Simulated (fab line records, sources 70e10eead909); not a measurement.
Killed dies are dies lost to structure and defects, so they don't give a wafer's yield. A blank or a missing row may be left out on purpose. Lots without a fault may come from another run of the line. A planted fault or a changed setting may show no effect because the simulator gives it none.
Which tool did it? | flow nand_harc | 24 lots, 72 wafers sampled, at 6 steps of a route of 1159

WHAT THE GAUGES READ, wafer by wafer
The record holds no reading of a measuring or inspecting step that can be judged against a usual standard deviation.

WHICH TOOL RAN EACH LOT (tool, then ch and the chambers of the sampled wafers, then the start)
lot  | NHARC_A_SGD_CUT_DEP_00          | NHARC_A_SGD_CUT_STRIP_17                      | NHARC_A_SLIT_STRIP_18                         | NHARC_A_WL_FILL_CVD_20                   | NHARC_A_CONTACT_ETCH_112             | NHARC_A_CONTACT_STRIP_55
L075 | pecvd-04 ch 0,1, day 13 22:17   | rie_diel-09 ch 0,1,3, day 16 11:05 or earlier | rie_diel-07 ch 0,1,3, day 16 11:05 or earlier | cvd_w-01 ch 0,1, day 16 11:05 or earlier | har_cap_etch-01 ch 0,1, day 16 11:05 | rie_diel-01 ch 0,3, no start
L074 | pecvd-02 ch 1,2, day 13 22:30   | rie_diel-04 ch 1,2,3, day 16 15:11 or earlier | rie_diel-05 ch 0,1, day 16 15:11 or earlier   | cvd_w-02 ch 0,1, day 16 15:11 or earlier | har_cap_etch-03 ch 0,1, day 16 15:11 | rie_diel-13 ch 0,1,2, no start
L077 | pecvd-01 ch 0,2, day 14 03:22   | rie_diel-04 ch 1,2,3, day 16 09:59 or earlier | rie_diel-07 ch 0,1,3, day 16 09:59 or earlier | cvd_w-02 ch 0,1, day 16 09:59 or earlier | har_cap_etch-02 ch 0,1, day 16 09:59 | rie_diel-01 ch 0,1,2, no start
L076 | pecvd-01 ch 0,1, day 14 07:59   | rie_diel-06 ch 0,2, day 17 03:32 or earlier   | rie_diel-11 ch 2,3, day 17 03:32 or earlier   | cvd_w-02 ch 0,1, day 17 03:32 or earlier | har_cap_etch-03 ch 0,1, day 17 03:32 | rie_diel-03 ch 0,2,3, no start
L079 | pecvd-04 ch 0,1,2, day 14 08:13 | rie_diel-04 ch 0,2,3, day 16 17:09 or earlier | rie_diel-11 ch 2,3, day 16 17:09 or earlier   | cvd_w-01 ch 0,1, day 16 17:09 or earlier | har_cap_etch-01 ch 0,1, day 16 17:09 | rie_diel-03 ch 0,1,3, no start
L078 | pecvd-04 ch 0,1,2, day 14 08:23 | rie_diel-09 ch 0,3, day 17 03:04 or earlier   | rie_diel-07 ch 0,1, day 17 03:04 or earlier   | cvd_w-01 ch 0,1, day 17 03:04 or earlier | har_cap_etch-02 ch 1, day 17 03:04   | rie_diel-13 ch 0,1,2, no start
L080 | pecvd-02 ch 0,1,2, day 15 14:31 | rie_diel-06 ch 0,1,3, day 18 01:06 or earlier | rie_diel-07 ch 0,1,3, day 18 01:06 or earlier | cvd_w-01 ch 0,1, day 18 01:06 or earlier | har_cap_etch-02 ch 0,1, day 18 01:06 | rie_diel-01 ch 0,1,3, no start
L083 | pecvd-02 ch 0,2, day 16 01:34   | rie_diel-06 ch 0,1,2, day 19 01:19 or earlier | rie_diel-11 ch 1,3, day 19 01:19 or earlier   | cvd_w-02 ch 0,1, day 19 01:19 or earlier | har_cap_etch-03 ch 0,1, day 19 01:19 | rie_diel-13 ch 0,2,3, no start
L081 | pecvd-04 ch 0,1,2, day 16 01:38 | rie_diel-04 ch 2,3, day 18 23:02 or earlier   | rie_diel-05 ch 0,1,3, day 18 23:02 or earlier | cvd_w-01 ch 0,1, day 18 23:02 or earlier | har_cap_etch-01 ch 0,1, day 18 23:02 | rie_diel-13 ch 1,2,3, no start
L084 | pecvd-04 ch 1,2, day 16 02:56   | rie_diel-09 ch 0,1, day 18 13:43 or earlier   | rie_diel-07 ch 0,1, day 18 13:43 or earlier   | cvd_w-01 ch 0,1, day 18 13:43 or earlier | har_cap_etch-01 ch 0,1, day 18 13:43 | rie_diel-13 ch 0,1, no start
L082 | pecvd-04 ch 0,2, day 16 03:23   | rie_diel-06 ch 0,2, day 18 18:13 or earlier   | rie_diel-07 ch 0,1,3, day 18 18:13 or earlier | cvd_w-02 ch 0,1, day 18 18:13 or earlier | har_cap_etch-03 ch 0,1, day 18 18:13 | rie_diel-03 ch 0,1,3, no start
L087 | pecvd-01 ch 1,2, day 17 00:39   | rie_diel-06 ch 0,2,3, day 19 17:50 or earlier | rie_diel-05 ch 0,3, day 19 17:50 or earlier   | cvd_w-02 ch 0,1, day 19 17:50 or earlier | har_cap_etch-03 ch 0,1, day 19 17:50 | rie_diel-13 ch 0,1, no start
L085 | pecvd-02 ch 0,1, day 17 00:46   | rie_diel-09 ch 1,2,3, day 19 18:22 or earlier | rie_diel-05 ch 0,1,2, day 19 18:22 or earlier | cvd_w-01 ch 0,1, day 19 18:22 or earlier | har_cap_etch-02 ch 0,1, day 19 18:22 | rie_diel-13 ch 0,2,3, no start
L086 | pecvd-01 ch 0,2, day 17 01:00   | rie_diel-04 ch 0,3, day 19 12:58 or earlier   | rie_diel-07 ch 0,1,2, day 19 12:58 or earlier | cvd_w-01 ch 0,1, day 19 12:58 or earlier | har_cap_etch-01 ch 0,1, day 19 12:58 | rie_diel-01 ch 0,2,3, no start
L089 | pecvd-02 ch 0,2, day 17 02:03   | rie_diel-06 ch 1,2,3, day 19 12:38 or earlier | rie_diel-11 ch 1,3, day 19 12:38 or earlier   | cvd_w-02 ch 1, day 19 12:38 or earlier   | har_cap_etch-03 ch 0,1, day 19 12:38 | rie_diel-03 ch 1,2,3, no start
L088 | pecvd-02 ch 0,1, day 17 12:46   | rie_diel-04 ch 0,1,2, day 19 23:35 or earlier | rie_diel-11 ch 0,3, day 19 23:35 or earlier   | cvd_w-01 ch 0,1, day 19 23:35 or earlier | har_cap_etch-02 ch 0,1, day 19 23:35 | rie_diel-03 ch 0,3, no start
L090 | pecvd-01 ch 0,1,2, day 17 18:40 | rie_diel-04 ch 0,1,3, day 20 06:10 or earlier | rie_diel-11 ch 0,2,3, day 20 06:10 or earlier | cvd_w-01 ch 0,1, day 20 06:10 or earlier | har_cap_etch-03 ch 0,1, day 20 06:10 | rie_diel-13 ch 0,1,3, no start
L091 | pecvd-04 ch 0,2, day 17 22:51   | rie_diel-04 ch 0,1,2, day 20 07:11 or earlier | rie_diel-05 ch 0,1,3, day 20 07:11 or earlier | cvd_w-02 ch 0,1, day 20 07:11 or earlier | har_cap_etch-02 ch 0,1, day 20 07:11 | rie_diel-13 ch 0,2,3, no start
L092 | pecvd-04 ch 0,1,2, day 18 18:02 | rie_diel-04 ch 1,2, day 21 09:28 or earlier   | rie_diel-05 ch 0,1,3, day 21 09:28 or earlier | cvd_w-02 ch 0,1, day 21 09:28 or earlier | har_cap_etch-03 ch 0,1, day 21 09:28 | rie_diel-01 ch 0,1, no start
L094 | pecvd-04 ch 0,1,2, day 19 03:45 | rie_diel-06 ch 0,1,3, day 21 11:44 or earlier | rie_diel-05 ch 0,1,2, day 21 11:44 or earlier | cvd_w-02 ch 0,1, day 21 11:44 or earlier | har_cap_etch-02 ch 0,1, day 21 11:44 | rie_diel-13 ch 1,2,3, no start
L093 | pecvd-02 ch 1,2, day 19 04:04   | rie_diel-04 ch 0,2,3, day 21 16:08 or earlier | rie_diel-05 ch 0,2,3, day 21 16:08 or earlier | cvd_w-02 ch 0,1, day 21 16:08 or earlier | har_cap_etch-01 ch 0,1, day 21 16:08 | rie_diel-03 ch 0,1,3, no start
L096 | pecvd-01 ch 0,1,2, day 19 09:59 | rie_diel-04 ch 1,2,3, day 22 00:37 or earlier | rie_diel-07 ch 0,2,3, day 22 00:37 or earlier | cvd_w-02 ch 0,1, day 22 00:37 or earlier | har_cap_etch-02 ch 0,1, day 22 00:37 | rie_diel-13 ch 0,1,3, no start
L095 | pecvd-02 ch 0,2, day 19 10:15   | rie_diel-06 ch 0,1,3, day 22 01:20 or earlier | rie_diel-11 ch 0,2,3, day 22 01:20 or earlier | cvd_w-01 ch 0,1, day 22 01:20 or earlier | har_cap_etch-03 ch 0,1, day 22 01:20 | rie_diel-13 ch 0,2, no start
L097 | pecvd-04 ch 0,2, day 20 01:55   | rie_diel-06 ch 0,2,3, day 22 19:34 or earlier | rie_diel-05 ch 1,2,3, day 22 19:34 or earlier | cvd_w-02 ch 0,1, day 22 19:34 or earlier | har_cap_etch-02 ch 0, day 22 19:34   | rie_diel-01 ch 1,3, no start
- NHARC_A_SGD_CUT_DEP_00: deposits SiNx, target thk 50 nm.
- NHARC_A_SGD_CUT_STRIP_17: strips in O2.
- NHARC_A_SLIT_STRIP_18: strips in O2.
- NHARC_A_WL_FILL_CVD_20: deposits W, target thk 75 nm, time 5064 s.
- NHARC_A_CONTACT_ETCH_112: etches the open film in C4F8/O2/Ar, time 94 s, target depth 922 nm.
- NHARC_A_CONTACT_STRIP_55: strips in O2.

WHAT THE TOOLS THEMSELVES READ (means of the sampled wafers that have a number; where no wafer has one, the mark that the record gives instead)
NHARC_A_SGD_CUT_DEP_00. Usual: heater_power_w 701 W, standard deviation 77.
lot  | tool     | heater_power_w (W) | flag
L075 | pecvd-04 | 740                |
L074 | pecvd-02 | 707                |
L077 | pecvd-01 | 744                |
L076 | pecvd-01 | 578                |
L079 | pecvd-04 | 781                |
L078 | pecvd-04 | 715                |
L080 | pecvd-02 | 712                |
L083 | pecvd-02 | 699                |
L081 | pecvd-04 | 749                |
L084 | pecvd-04 | 691                |
L082 | pecvd-04 | 765                |
L087 | pecvd-01 | 675                |
L085 | pecvd-02 | 638                |
L086 | pecvd-01 | 725                |
L089 | pecvd-02 | 698                |
L088 | pecvd-02 | 679                |
L090 | pecvd-01 | 706                |
L091 | pecvd-04 | 670                |
L092 | pecvd-04 | 770                |
L094 | pecvd-04 | 763                |
L093 | pecvd-02 | 693                |
L096 | pecvd-01 | 657                |
L095 | pecvd-02 | 704                |
L097 | pecvd-04 | 772                |

NHARC_A_SGD_CUT_STRIP_17. Usual: drypump_motor_current_A 5.8 A, standard deviation 0.41; o2_flow_sccm 500.2 sccm, standard deviation 1.6; oes_product_au 1.002 a.u., standard deviation 0.013; rf_vpp_V 57.8 V, standard deviation 0.85; showerhead_plenum_p_Torr 3.50 Torr, standard deviation 0.16; throttle_valve_pct 17.036 %, standard deviation 0.009.
lot  | tool        | drypump_motor_current_A (A) | o2_flow_sccm (sccm) | oes_product_au (a.u.) | rf_vpp_V (V) | showerhead_plenum_p_Torr (Torr) | throttle_valve_pct (%) | flag
L075 | rie_diel-09 | 5.8                         | 499.5               | 0.995                 | 57.1         | 3.55                            | 17.035                 |
L074 | rie_diel-04 | 5.8                         | 500.0               | 1.001                 | 57.7         | 3.49                            | 17.042                 |
L077 | rie_diel-04 | 5.8                         | 499.8               | 1.006                 | 57.2         | 3.49                            | 17.028                 |
L076 | rie_diel-06 | 6.0                         | 501.7               | 1.018                 | 57.7         | 3.33                            | 17.028                 |
L079 | rie_diel-04 | 5.8                         | 499.3               | 1.007                 | 57.9         | 3.53                            | 17.037                 |
L078 | rie_diel-09 | 5.5                         | 501.1               | 0.992                 | 57.0         | 3.58                            | 17.036                 |
L080 | rie_diel-06 | 5.3                         | 500.8               | 0.995                 | 56.6         | 3.54                            | 17.024                 |
L083 | rie_diel-06 | 5.7                         | 499.3               | 1.000                 | 58.1         | 3.42                            | 17.034                 |
L081 | rie_diel-04 | 5.8                         | 501.5               | 0.992                 | 59.1         | 3.62                            | 17.028                 |
L084 | rie_diel-09 | 5.7                         | 501.3               | 0.980                 | 58.4         | 3.65                            | 17.033                 |
L082 | rie_diel-06 | 6.0                         | 500.4               | 1.015                 | 57.4         | 3.32                            | 17.034                 |
L087 | rie_diel-06 | 5.6                         | 499.5               | 1.007                 | 57.1         | 3.44                            | 17.037                 |
L085 | rie_diel-09 | 5.9                         | 500.3               | 1.009                 | 58.0         | 3.49                            | 17.035                 |
L086 | rie_diel-04 | 5.9                         | 499.6               | 0.998                 | 57.9         | 3.41                            | 17.038                 |
L089 | rie_diel-06 | 5.8                         | 500.2               | 1.000                 | 58.4         | 3.53                            | 17.037                 |
L088 | rie_diel-04 | 5.9                         | 500.8               | 0.997                 | 58.2         | 3.53                            | 17.033                 |
L090 | rie_diel-04 | 5.9                         | 499.2               | 1.010                 | 57.8         | 3.38                            | 17.038                 |
L091 | rie_diel-04 | 5.9                         | 499.9               | 1.006                 | 58.7         | 3.53                            | 17.029                 |
L092 | rie_diel-04 | 5.8                         | 501.7               | 1.000                 | 57.7         | 3.64                            | 17.040                 |
L094 | rie_diel-06 | 5.3                         | 500.3               | 0.998                 | 58.4         | 3.54                            | 17.033                 |
L093 | rie_diel-04 | 5.8                         | 500.1               | 0.990                 | 57.0         | 3.52                            | 17.039                 |
L096 | rie_diel-04 | 5.8                         | 499.0               | 1.008                 | 57.8         | 3.49                            | 17.035                 |
L095 | rie_diel-06 | 5.3                         | 501.7               | 1.001                 | 57.9         | 3.54                            | 17.046                 |
L097 | rie_diel-06 | 5.6                         | 501.5               | 1.008                 | 57.5         | 3.44                            | 17.035                 |

NHARC_A_SLIT_STRIP_18. Usual: drypump_motor_current_A 5.7 A, standard deviation 0.44; o2_flow_sccm 499.8 sccm, standard deviation 1.5; oes_product_au 1.001 a.u., standard deviation 0.017; rf_vpp_V 57.8 V, standard deviation 0.84; showerhead_plenum_p_Torr 3.50 Torr, standard deviation 0.11; throttle_valve_pct 17.038 %, standard deviation 0.0082.
lot  | tool        | drypump_motor_current_A (A) | o2_flow_sccm (sccm) | oes_product_au (a.u.) | rf_vpp_V (V) | showerhead_plenum_p_Torr (Torr) | throttle_valve_pct (%) | flag
L075 | rie_diel-07 | 5.8                         | 501.1               | 1.008                 | 57.8         | 3.49                            | 17.042                 |
L074 | rie_diel-05 | 5.4                         | 499.6               | 0.995                 | 58.0         | 3.52                            | 17.037                 |
L077 | rie_diel-07 | 5.8                         | 500.5               | 1.008                 | 58.0         | 3.49                            | 17.039                 |
L076 | rie_diel-11 | 5.5                         | 498.7               | 0.975                 | 57.8         | 3.46                            | 17.035                 |
L079 | rie_diel-11 | 5.5                         | 498.1               | 0.984                 | 57.6         | 3.46                            | 17.039                 |
L078 | rie_diel-07 | 5.5                         | 499.1               | 1.021                 | 57.8         | 3.51                            | 17.034                 |
L080 | rie_diel-07 | 5.8                         | 500.0               | 1.010                 | 57.5         | 3.49                            | 17.029                 |
L083 | rie_diel-11 | 6.2                         | 499.7               | 1.012                 | 58.3         | 3.42                            | 17.045                 |
L081 | rie_diel-05 | 5.7                         | 499.8               | 0.989                 | 57.8         | 3.43                            | 17.038                 |
L084 | rie_diel-07 | 5.5                         | 501.4               | 1.006                 | 57.3         | 3.50                            | 17.038                 |
L082 | rie_diel-07 | 5.8                         | 499.0               | 1.015                 | 57.2         | 3.48                            | 17.033                 |
L087 | rie_diel-05 | 5.6                         | 500.4               | 0.987                 | 58.4         | 3.53                            | 17.044                 |
L085 | rie_diel-05 | 5.5                         | 500.2               | 0.998                 | 57.2         | 3.54                            | 17.029                 |
L086 | rie_diel-07 | 5.7                         | 499.8               | 1.004                 | 58.2         | 3.52                            | 17.034                 |
L089 | rie_diel-11 | 6.2                         | 500.1               | 1.020                 | 57.8         | 3.42                            | 17.039                 |
L088 | rie_diel-11 | 6.2                         | 497.8               | 1.017                 | 56.8         | 3.47                            | 17.043                 |
L090 | rie_diel-11 | 5.7                         | 498.8               | 1.000                 | 57.8         | 3.49                            | 17.031                 |
L091 | rie_diel-05 | 5.7                         | 499.5               | 0.993                 | 57.7         | 3.43                            | 17.037                 |
L092 | rie_diel-05 | 5.7                         | 500.6               | 0.992                 | 58.4         | 3.43                            | 17.033                 |
L094 | rie_diel-05 | 5.5                         | 498.4               | 0.998                 | 58.7         | 3.54                            | 17.033                 |
L093 | rie_diel-05 | 5.6                         | 501.5               | 0.989                 | 58.1         | 3.56                            | 17.038                 |
L096 | rie_diel-07 | 6.0                         | 499.2               | 1.019                 | 57.6         | 3.55                            | 17.034                 |
L095 | rie_diel-11 | 5.8                         | 499.7               | 1.000                 | 57.9         | 3.49                            | 17.027                 |
L097 | rie_diel-05 | 5.8                         | 499.7               | 1.001                 | 57.0         | 3.46                            | 17.038                 |

NHARC_A_WL_FILL_CVD_20. Usual: chamber_pressure_Torr 40.01 Torr, standard deviation 0.088; heater_power_w 500 W, standard deviation 71; throttle_valve_pct 7.67 %, standard deviation 0.24.
lot  | tool     | chamber_pressure_Torr (Torr) | heater_power_w (W) | throttle_valve_pct (%) | flag
L075 | cvd_w-01 | 40.02                        | 442                | 7.76                   |
L074 | cvd_w-02 | 39.92                        | 559                | 7.61                   |
L077 | cvd_w-02 | 40.08                        | 562                | 7.83                   |
L076 | cvd_w-02 | 40.00                        | 504                | 7.59                   |
L079 | cvd_w-01 | 40.06                        | 473                | 7.54                   |
L078 | cvd_w-01 | 39.97                        | 444                | 7.74                   |
L080 | cvd_w-01 | 39.96                        | 435                | 7.72                   |
L083 | cvd_w-02 | 39.94                        | 554                | 7.57                   |
L081 | cvd_w-01 | 40.06                        | 443                | 7.63                   |
L084 | cvd_w-01 | 40.05                        | 446                | 7.70                   |
L082 | cvd_w-02 | 40.08                        | 505                | 7.64                   |
L087 | cvd_w-02 | 40.08                        | 547                | 7.77                   |
L085 | cvd_w-01 | 39.98                        | 474                | 7.55                   |
L086 | cvd_w-01 | 39.97                        | 481                | 7.63                   |
L089 | cvd_w-02 | 40.06                        | 600                | 7.58                   |
L088 | cvd_w-01 | 39.99                        | 455                | 7.64                   |
L090 | cvd_w-01 | 40.13                        | 478                | 7.60                   |
L091 | cvd_w-02 | 40.01                        | 502                | 7.66                   |
L092 | cvd_w-02 | 39.98                        | 513                | 7.90                   |
L094 | cvd_w-02 | 40.04                        | 502                | 7.78                   |
L093 | cvd_w-02 | 40.02                        | 517                | 7.72                   |
L096 | cvd_w-02 | 40.08                        | 562                | 7.62                   |
L095 | cvd_w-01 | 40.03                        | 443                | 7.50                   |
L097 | cvd_w-02 | 39.96                        | 564                | 7.69                   |

NHARC_A_CONTACT_STRIP_55. Usual: drypump_motor_current_A 5.6 A, standard deviation 0.44; o2_flow_sccm 500.1 sccm, standard deviation 1.5; oes_product_au 0.996 a.u., standard deviation 0.011; rf_vpp_V 57.7 V, standard deviation 0.93; showerhead_plenum_p_Torr 3.57 Torr, standard deviation 0.18; throttle_valve_pct 17.035 %, standard deviation 0.0093.
lot  | tool        | drypump_motor_current_A (A) | o2_flow_sccm (sccm) | oes_product_au (a.u.) | rf_vpp_V (V) | showerhead_plenum_p_Torr (Torr) | throttle_valve_pct (%) | flag
L075 | rie_diel-01 | 5.3                         | 499.5               | 0.997                 | 57.6         | 3.71                            | 17.032                 |
L074 | rie_diel-13 | 5.9                         | 500.5               | 0.988                 | 57.0         | 3.45                            | 17.037                 |
L077 | rie_diel-01 | 5.8                         | 500.9               | 0.984                 | 58.9         | 3.76                            | 17.039                 |
L076 | rie_diel-03 | 5.6                         | 501.9               | 1.004                 | 57.5         | 3.55                            | 17.036                 |
L079 | rie_diel-03 | 5.7                         | 500.9               | 1.000                 | 57.6         | 3.49                            | 17.025                 |
L078 | rie_diel-13 | 5.9                         | 500.8               | 0.999                 | 57.0         | 3.45                            | 17.031                 |
L080 | rie_diel-01 | 5.4                         | 499.8               | 0.993                 | 57.2         | 3.74                            | 17.037                 |
L083 | rie_diel-13 | 5.6                         | 499.6               | 0.993                 | 56.8         | 3.30                            | 17.044                 |
L081 | rie_diel-13 | 5.5                         | 499.2               | 0.996                 | 57.2         | 3.40                            | 17.030                 |
L084 | rie_diel-13 | 6.0                         | 500.5               | 0.993                 | 58.0         | 3.47                            | 17.039                 |
L082 | rie_diel-03 | 5.6                         | 501.1               | 1.012                 | 57.8         | 3.48                            | 17.045                 |
L087 | rie_diel-13 | 6.0                         | 498.7               | 0.992                 | 57.7         | 3.47                            | 17.033                 |
L085 | rie_diel-13 | 5.6                         | 499.9               | 0.986                 | 57.9         | 3.30                            | 17.037                 |
L086 | rie_diel-01 | 5.8                         | 499.3               | 0.989                 | 57.1         | 3.71                            | 17.031                 |
L089 | rie_diel-03 | 5.6                         | 499.6               | 1.013                 | 57.3         | 3.48                            | 17.026                 |
L088 | rie_diel-03 | 5.7                         | 500.7               | 0.989                 | 57.7         | 3.53                            | 17.039                 |
L090 | rie_diel-13 | 5.6                         | 500.7               | 0.995                 | 57.3         | 3.62                            | 17.031                 |
L091 | rie_diel-13 | 5.6                         | 499.9               | 0.997                 | 57.6         | 3.66                            | 17.041                 |
L092 | rie_diel-01 | 5.4                         | 500.1               | 0.994                 | 58.0         | 3.76                            | 17.028                 |
L094 | rie_diel-13 | 5.5                         | 499.8               | 0.993                 | 58.8         | 3.76                            | 17.035                 |
L093 | rie_diel-03 | 5.6                         | 500.7               | 0.996                 | 58.0         | 3.47                            | 17.038                 |
L096 | rie_diel-13 | 5.6                         | 499.3               | 0.988                 | 58.3         | 3.61                            | 17.029                 |
L095 | rie_diel-13 | 5.9                         | 500.0               | 0.993                 | 58.8         | 3.66                            | 17.035                 |
L097 | rie_diel-01 | 5.1                         | 500.4               | 1.008                 | 57.6         | 3.67                            | 17.033                 |

THE ANSWER, worked out from the rows above alone
Rule: a lot is off if the mean of its wafers that have a number lies more than 3 standard deviations from the usual mean. A lot without any number at a reading at which 4 lots or more have one is off too. The other lots that the step has rows for count as sound. The gauges are gone through in route order, then the tools' own readings, and for those a lot's mean is taken as printed above. The first step at which some lot is off is used, and at that step the reading that is off furthest; a lot without a number counts as furthest.
No lot is off at any reading shown: from this, nothing can be told.

WHAT THE SIMULATOR HAD PUT IN
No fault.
